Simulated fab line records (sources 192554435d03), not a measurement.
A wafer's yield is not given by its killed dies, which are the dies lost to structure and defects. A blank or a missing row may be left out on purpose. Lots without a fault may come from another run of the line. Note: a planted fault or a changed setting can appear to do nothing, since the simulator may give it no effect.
Check of tool commonality + flow n5-finfet + 10 lots and 30 wafers in the sample

## REASON IT WAS OPENED
On 2 of the 10 lots, a flag is raised at N5_BEOL_M9_INSPECT_58 on the reading raw-defect-count. Fault-free wafers read 72, with a standard deviation of 23.
Rule: a lot gets a flag if all its wafers with a number sit over 4 standard deviations from that mean, or if no wafer of it has a number. All remaining lots are regarded as sound.

| lot  | measured     | on                | raw-defect-count, wafer by wafer | flag    |
|------|--------------|-------------------|----------------------------------|---------|
| L510 | day 10 13:38 | defect-inspect-01 | 42 48 54                         |         |
| L513 | day 11 11:05 | defect-inspect-02 | 101 81 61                        |         |
| L514 | day 11 14:52 | defect-inspect-01 | 75 122 124                       |         |
| L512 | day 11 16:30 | defect-inspect-02 | 711 750 651                      | FLAGGED |
| L515 | day 11 18:06 | defect-inspect-02 | 666 733 660                      | FLAGGED |
| L523 | day 14 13:19 | defect-inspect-02 | 36 56 63                         |         |
| L527 | day 14 21:41 | defect-inspect-01 | 65 57 98                         |         |
| L529 | day 15 15:37 | defect-inspect-01 | 47 52 77                         |         |
| L530 | day 15 18:08 | defect-inspect-01 | 107 101 57                       |         |
| L531 | day 16 04:40 | defect-inspect-01 | 100 91 129                       |         |
On average the flagged lots' numbers are 695, which is +623 against the usual, or +27 standard deviations.

## LOT BY LOT: THE TOOL USED
The record holds 3 process steps before the reading, out of a route of 1938 steps. Cell contents, in order: the tool; ch with the chambers the sampled wafers went through; the start.
| lot  | flag    | N5_BEOL_M9_ETCH_41                            | N5_BEOL_M9_SURFACE_TREAT_79  | N5_BEOL_M9_DEP_56               |
|------|---------|-----------------------------------------------|------------------------------|---------------------------------|
| L510 |         | rie-diel-06 ch 0,2, day 10 10:55 or earlier   | pvd-sputter-02, day 10 12:16 | pecvd-02 ch 0,1, day 10 13:32   |
| L513 |         | rie-diel-06 ch 0,2, day 11 07:13 or earlier   | pvd-sputter-03, day 11 08:46 | pecvd-01 ch 0,2, day 11 10:59   |
| L514 |         | rie-diel-06 ch 1,3, day 11 12:02 or earlier   | pvd-sputter-02, day 11 13:20 | pecvd-01 ch 0,1, day 11 14:46   |
| L512 | FLAGGED | rie-diel-03 ch 0,1,2, day 11 12:04 or earlier | pvd-sputter-03, day 11 13:25 | pecvd-01 ch 0,1,2, day 11 16:25 |
| L515 | FLAGGED | rie-diel-06 ch 2,3, day 11 15:54 or earlier   | pvd-sputter-03, day 11 16:53 | pecvd-01 ch 1,2, day 11 18:00   |
| L523 |         | rie-diel-06 ch 0,1,3, day 14 10:55 or earlier | pvd-sputter-02, day 14 12:06 | pecvd-03 ch 0,1, day 14 13:12   |
| L527 |         | rie-diel-03 ch 1,2,3, day 14 17:25 or earlier | pvd-sputter-03, day 14 20:19 | pecvd-03 ch 0,1,2, day 14 21:35 |
| L529 |         | rie-diel-04 ch 2,3, day 15 12:16 or earlier   | pvd-sputter-01, day 15 13:40 | pecvd-01 ch 0,1, day 15 15:31   |
| L530 |         | rie-diel-04 ch 0,1,2, day 15 14:13 or earlier | pvd-sputter-01, day 15 16:52 | pecvd-01 ch 0,1,2, day 15 18:02 |
| L531 |         | rie-diel-04 ch 0,1,3, day 15 22:59 or earlier | pvd-sputter-02, day 16 03:14 | pecvd-01 ch 0,1,2, day 16 04:34 |
What the steps here do:
- N5_BEOL_M9_ETCH_41: etches SiCN in CH3F/O2, target depth 36.6 nm, time 70.1 s.
- N5_BEOL_M9_SURFACE_TREAT_79
- N5_BEOL_M9_DEP_56: deposits SiCN from 3MS/NH3, target thk 15 nm, time 26.5 s.
- N5_BEOL_M9_INSPECT_58: inspects for defects (darkfield).

## FLAGGED AGAINST TOTAL, ONE TOOL AT A TIME (gauges that did the reading follow at the end)
| step                        | tool              | lots run | flagged | share of the flagged lots | sound lots run after its first flagged lot |
|-----------------------------|-------------------|----------|---------|---------------------------|--------------------------------------------|
| N5_BEOL_M9_ETCH_41          | rie-diel-03       | 2        | 1       | some                      | 1 (L527)                                   |
| N5_BEOL_M9_ETCH_41          | rie-diel-04       | 3        | 0       | none                      | -                                          |
| N5_BEOL_M9_ETCH_41          | rie-diel-06       | 5        | 1       | some                      | 1 (L523)                                   |
| N5_BEOL_M9_SURFACE_TREAT_79 | pvd-sputter-01    | 2        | 0       | none                      | -                                          |
| N5_BEOL_M9_SURFACE_TREAT_79 | pvd-sputter-02    | 4        | 0       | none                      | -                                          |
| N5_BEOL_M9_SURFACE_TREAT_79 | pvd-sputter-03    | 4        | 2       | all                       | 1 (L527)                                   |
| N5_BEOL_M9_DEP_56           | pecvd-01          | 7        | 2       | all                       | 3 (L529,L530,L531)                         |
| N5_BEOL_M9_DEP_56           | pecvd-02          | 1        | 0       | none                      | -                                          |
| N5_BEOL_M9_DEP_56           | pecvd-03          | 2        | 0       | none                      | -                                          |
| N5_BEOL_M9_INSPECT_58       | defect-inspect-01 | 6        | 0       | none                      | -                                          |
| N5_BEOL_M9_INSPECT_58       | defect-inspect-02 | 4        | 2       | all                       | 1 (L523)                                   |
N5_BEOL_M9_ETCH_41: start missing for some lots; hours and lot order therefore follow N5_BEOL_M9_OCD_MEAS_38.

## THE TABLE: WHAT IT ALLOWS
Every flagged lot was run by 3 rows of the table: pvd-sputter-03 at N5_BEOL_M9_SURFACE_TREAT_79, pecvd-01 at N5_BEOL_M9_DEP_56 and defect-inspect-02 at N5_BEOL_M9_INSPECT_58.
- pvd-sputter-03 at N5_BEOL_M9_SURFACE_TREAT_79 ran 4 lots, 2 of them flagged. Lots that were sound ran on it after the first flagged one (L527); a persistent fault on the entire tool would not allow that.
- pecvd-01 at N5_BEOL_M9_DEP_56 ran 7 lots, 2 of them flagged. Lots that were sound ran on it after the first flagged one (L529, L530, L531); a persistent fault on the entire tool would not allow that.
- defect-inspect-02 at N5_BEOL_M9_INSPECT_58 ran 4 lots, 2 of them flagged. Lots that were sound ran on it after the first flagged one (L523); a persistent fault on the entire tool would not allow that.
Not one row of the table ran every flagged lot while running no sound lot after the first.

## WHAT WAS PUT IN BY THE SIMULATOR
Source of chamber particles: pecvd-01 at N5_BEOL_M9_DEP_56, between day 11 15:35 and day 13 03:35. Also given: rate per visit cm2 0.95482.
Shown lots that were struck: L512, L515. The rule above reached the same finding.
